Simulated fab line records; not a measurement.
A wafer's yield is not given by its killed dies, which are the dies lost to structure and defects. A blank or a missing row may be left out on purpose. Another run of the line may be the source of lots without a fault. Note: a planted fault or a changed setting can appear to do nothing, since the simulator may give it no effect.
Which of the tools did it?    flow n5Finfet    8 lots, 23 wafers sampled, at 7 steps of a route of 1938

WHAT THE GAUGES SHOWED, per wafer
N5_MOL_CONTACT_COAG_THK_MEAS_29. Usual: MD_CAP_THK 17.96 nm, standard deviation 0.1.
lot   measured      on            MD_CAP_THK (nm)    flag
L962  day 5 05:23   filmMetro-02  18.01 18.06 18.11  
L963  day 5 11:15   filmMetro-02  17.76 17.96 17.98  
L968  day 7 02:07   filmMetro-01  18.06 17.99 7.65   OFF
L969  day 7 05:22   filmMetro-01  17.94 17.94 17.86  
L973  day 8 00:52   filmMetro-02  7.83 7.69          OFF
L979  day 9 15:25   filmMetro-02  18.03 17.87 17.98  
L983  day 10 11:35  filmMetro-02  17.91 17.96 17.96  
L984  day 10 22:08  filmMetro-01  18.14 18.01 18.11  

N5_BEOL_M4_RC_MEAS_101. Usual: DIBL_N 37.1 mV/V, standard deviation 2.6; DIBL_P 38 mV/V, standard deviation 3; IOFF_N 0.18 nA/um, standard deviation 0.052; IOFF_P 0.25 nA/um, standard deviation 0.06; ION_N 678 uA/um, standard deviation 15; ION_P 467 uA/um, standard deviation 8.6; SS_N 71.7 mV/dec, standard deviation 0.73; SS_P 73.7 mV/dec, standard deviation 0.89; VT_N 249 mV, standard deviation 4.3; VT_P -248 mV, standard deviation 3.8.
lot   measured      on         DIBL_N (mV/V)   DIBL_P (mV/V)  IOFF_N (nA/um)  IOFF_P (nA/um)  ION_N (uA/um)  ION_P (uA/um)  SS_N (mV/dec)   SS_P (mV/dec)   VT_N (mV)    VT_P (mV)       flag
L962  day 10 12:04  prober-02  34.6 40.1 36.5  36 42 38       0.13 0.26 0.17  0.18 0.29 0.22  657 688 667    448 468 459    70.1 72.2 72.0  72.9 74.8 72.7  253 242 249  -255 -245 -251  
L963  day 11 05:18  prober-02  36.0 36.3 36.3  34 36 35       0.14 0.17 0.15  0.20 0.24 0.24  676 692 691    465 472 474    71.2 71.6 71.2  72.9 73.4 72.7  248 244 249  -250 -246 -248  
L968  day 12 01:53  prober-02  37.1 38.0 34.7  39 41 37       0.18 0.21 0.14  0.24 0.29 0.21  674 686 667    463 476 463    72.0 71.8 70.5  74.2 74.3 73.3  250 249 252  -248 -247 -247  
L969  day 12 21:09  prober-02  40.1 41.5 40.5  41 40 39       0.23 0.26 0.26  0.33 0.32 0.30  688 700 686    477 475 470    71.7 73.2 71.8  74.0 74.5 74.3  246 243 242  -242 -243 -246  
L973  day 13 12:41  prober-02  35.2 37.4       37 39          0.16 0.19       0.24 0.26       693 671        476 461        70.9 71.9       74.2 74.3       249 248      -247 -249       
L979  day 15 15:47  prober-01  32.3 36.0 32.8  34 38 34       0.11 0.17 0.12  0.17 0.25 0.18  661 662 671    452 461 469    70.5 72.2 70.6  71.0 74.0 71.9  253 247 254  -252 -248 -252  
L983  day 16 07:49  prober-02  36.5 37.0 38.3  39 39 41       0.19 0.19 0.23  0.26 0.26 0.30  704 674 700    484 462 477    71.2 72.0 71.3  74.6 73.8 74.7  244 248 245  -243 -248 -248  
L984  day 16 15:21  prober-02  39.7 40.2 38.0  42 42 39       0.26 0.25 0.22  0.32 0.33 0.26  694 682 681    474 475 466    72.8 72.6 72.4  75.2 74.5 74.2  241 246 245  -245 -245 -246  

WHICH TOOL RAN EACH LOT (tool, then ch and the chambers of the sampled wafers, then the start)
lot   N5_HKMG_FIN_ALD_21                  N5_GATE_CUT_SAC_CAP_01            N5_GATE_CUT_PECVD_57            N5_GATE_CUT_HM_DEP_46           N5_MOL_CONTACT_COAG_ETCH_47
L962  aldMetal-04 ch 2,3, day 4 12:13     aldSin-03 ch 0,3, day 4 14:06     pecvd-04 ch 0,1,2, day 4 16:17  pecvd-03 ch 0,1, day 4 16:41    rieDiel-01 ch 0,1,2, day 5 07:05
L963  aldMetal-03 ch 1,2,3, day 4 18:14   aldSin-03 ch 1,2, day 4 20:07     pecvd-03 ch 0,1, day 4 22:19    pecvd-02 ch 1,2, day 4 22:44    rieDiel-01 ch 0,2,3, day 5 12:50
L968  aldMetal-03 ch 1,2, day 6 09:02     aldSin-03 ch 0,1, day 6 10:56     pecvd-03 ch 0,1, day 6 13:08    pecvd-03 ch 0,1, day 6 13:32    rieDiel-04 ch 0,2,3, day 7 04:43
L969  aldMetal-02 ch 1,2, day 6 11:22     aldSin-01 ch 0,1,3, day 6 13:16   pecvd-04 ch 0,1, day 6 15:28    pecvd-03 ch 0,1,2, day 6 15:52  rieDiel-04 ch 0,2,3, day 7 07:05
L973  aldMetal-02 ch 1,2, day 7 05:51     aldSin-03 ch 0,1, day 7 07:49     pecvd-03 ch 0,2, day 7 10:02    pecvd-04 ch 1,2, day 7 10:26    rieDiel-01 ch 2,3, day 8 03:12
L979  aldMetal-02 ch 0,1, day 8 21:14     aldSin-01 ch 2,3, day 8 23:48     pecvd-02 ch 0,1, day 9 01:59    pecvd-03 ch 0,2, day 9 02:24    rieDiel-04 ch 0,1, day 9 17:22
L983  aldMetal-04 ch 0,1,2, day 9 17:59   aldSin-01 ch 1,3, day 9 20:08     pecvd-02 ch 0,1,2, day 9 22:20  pecvd-03 ch 0,1, day 9 22:44    rieDiel-05 ch 0,1,2, day 10 13:10
L984  aldMetal-03 ch 0,2,3, day 10 00:40  aldSin-03 ch 0,2,3, day 10 02:39  pecvd-03 ch 0,1, day 10 04:50   pecvd-03 ch 0,1, day 10 05:16   rieDiel-01 ch 0,1, day 11 00:01
- N5_HKMG_FIN_ALD_21: deposits TiN, target thk 1.5 nm, pulse time 1 s, purge time 3 s.
- N5_GATE_CUT_SAC_CAP_01: material SiNx, target thk 24 nm, pulse time 1 s, ald cycles 480.
- N5_GATE_CUT_PECVD_57: deposits SiNx from SiH4/NH3/N2, target thk 21 nm.
- N5_GATE_CUT_HM_DEP_46: deposits SiO2 from TEOS/O2, target thk 130 nm, time 26.6 s.
- N5_MOL_CONTACT_COAG_ETCH_47: etches SiNx in CH3F/O2, stops on W, target depth 27 nm.

AS READ BY THE TOOLS THEMSELVES (means over the sampled wafers that have a number; for cases with no such wafer, the mark the record gives instead)
N5_HKMG_FIN_ALD_21. Usual: heaterPowerW 887 W, standard deviation 81; precursorPulseHeightRel 1.001, standard deviation 0.021; susceptorTempC 400.00 C, standard deviation 0.21.
lot   tool         heaterPowerW (W)  precursorPulseHeightRel  susceptorTempC (C)  flag
L962  aldMetal-04  914               1.009                    399.77              
L963  aldMetal-03  900               1.000                    400.12              
L968  aldMetal-03  888               0.982                    399.82              
L969  aldMetal-02  785               0.991                    400.10              
L973  aldMetal-02  791               1.029                    399.88              
L979  aldMetal-02  885               0.994                    400.12              
L983  aldMetal-04  859               0.988                    399.93              
L984  aldMetal-03  896               0.994                    400.03              

N5_GATE_CUT_SAC_CAP_01. Usual: heaterPowerW 853 W, standard deviation 110; precursorPulseHeightRel 1.001, standard deviation 0.021; susceptorTempC 399.99 C, standard deviation 0.21.
lot   tool       heaterPowerW (W)  precursorPulseHeightRel  susceptorTempC (C)  flag
L962  aldSin-03  770               1.008                    399.96              
L963  aldSin-03  907               0.997                    400.16              
L968  aldSin-03  819               0.976                    399.79              
L969  aldSin-01  874               0.992                    400.07              
L973  aldSin-03  766               0.981                    399.72              
L979  aldSin-01  779               1.002                    399.90              
L983  aldSin-01  925               1.001                    400.06              
L984  aldSin-03  829               1.008                    400.06              

N5_GATE_CUT_PECVD_57. Usual: heaterPowerW 771 W, standard deviation 93; showerheadPlenumPTorr 5.13 Torr, standard deviation 0.041; susceptorTempC 400.01 C, standard deviation 0.2; throttleValvePct 39.5 %, standard deviation 2.7.
lot   tool      heaterPowerW (W)  showerheadPlenumPTorr (Torr)  susceptorTempC (C)  throttleValvePct (%)  flag
L962  pecvd-04  772               5.14                          400.06              40.0                  
L963  pecvd-03  789               5.16                          400.06              41.0                  
L968  pecvd-03  778               5.16                          400.11              41.1                  
L969  pecvd-04  843               5.13                          399.81              40.9                  
L973  pecvd-03  807               5.10                          400.19              37.7                  
L979  pecvd-02  797               5.12                          400.23              39.7                  
L983  pecvd-02  715               5.13                          399.95              38.7                  
L984  pecvd-03  801               5.15                          400.01              41.2                  

N5_GATE_CUT_HM_DEP_46. Usual: heaterPowerW 578 W, standard deviation 81; showerheadPlenumPTorr 8.342 Torr, standard deviation 0.023; susceptorTempC 400.01 C, standard deviation 0.21; throttleValvePct 18.5 %, standard deviation 1.3.
lot   tool      heaterPowerW (W)  showerheadPlenumPTorr (Torr)  susceptorTempC (C)  throttleValvePct (%)  flag
L962  pecvd-03  577               8.355                         399.74              19.2                  
L963  pecvd-02  484               8.327                         399.97              17.5                  
L968  pecvd-03  576               8.363                         399.84              18.6                  
L969  pecvd-03  572               8.339                         400.17              18.5                  
L973  pecvd-04  541               8.354                         400.02              19.1                  
L979  pecvd-03  612               8.349                         400.05              17.9                  
L983  pecvd-03  583               8.349                         399.90              18.7                  
L984  pecvd-03  558               8.337                         399.98              18.8                  

N5_MOL_CONTACT_COAG_ETCH_47. Usual: drypumpMotorCurrentA 5.6 A, standard deviation 0.53; etchRfOnTimeS 31.3 s, standard deviation 0.53; oesProductAu 0.69 a.u., standard deviation 0.069; rfVppV 298 V, standard deviation 8.7; showerheadPlenumPTorr 2.00 Torr, standard deviation 0.05; throttleValvePct 16.21 %, standard deviation 0.19.
lot   tool        drypumpMotorCurrentA (A)  etchRfOnTimeS (s)  oesProductAu (a.u.)  rfVppV (V)  showerheadPlenumPTorr (Torr)  throttleValvePct (%)  flag
L962  rieDiel-01  5.2                       31.5               0.66                 301         2.01                          16.35                 
L963  rieDiel-01  5.4                       31.2               0.69                 296         1.96                          16.22                 
L968  rieDiel-04  5.7                       26.0               0.64                 296         2.02                          16.17                 OFF
L969  rieDiel-04  5.7                       31.5               0.65                 296         2.02                          16.18                 
L973  rieDiel-01  5.4                       13.6               0.70                 292         1.92                          16.11                 OFF
L979  rieDiel-04  6.0                       31.1               0.67                 302         2.01                          16.40                 
L983  rieDiel-05  5.7                       30.9               0.72                 295         2.00                          16.12                 
L984  rieDiel-01  5.2                       31.5               0.64                 303         2.05                          16.42                 

THE ANSWER, worked out from the rows above alone
Rule: lot off if the mean of its wafers having a number is beyond 3 standard deviations from the usual mean. A lot without any number at a reading at which 4 lots or more have one is off too. Where the step has rows for the other lots, those lots are counted as sound. After the gauges, taken in route order, come the tools' own readings; for these a lot's mean is taken, as printed above. The first step at which some lot is off is used, and at that step the reading that is off furthest; a lot without a number counts as furthest.
Off: L968, L973, at N5_MOL_CONTACT_COAG_THK_MEAS_29 (MD_CAP_THK).
If a tool, at a process step before that reading, ran all the lots that are off and no sound lot after the first of them, it fits. The gauges at N5_MOL_CONTACT_COAG_THK_MEAS_29 aren't tried: what is off there is off at N5_MOL_CONTACT_COAG_ETCH_47 too, on other tools, and a gauge's error can't cause that. Not one of the candidates tried fits.

WHAT WAS PUT IN BY THE SIMULATOR
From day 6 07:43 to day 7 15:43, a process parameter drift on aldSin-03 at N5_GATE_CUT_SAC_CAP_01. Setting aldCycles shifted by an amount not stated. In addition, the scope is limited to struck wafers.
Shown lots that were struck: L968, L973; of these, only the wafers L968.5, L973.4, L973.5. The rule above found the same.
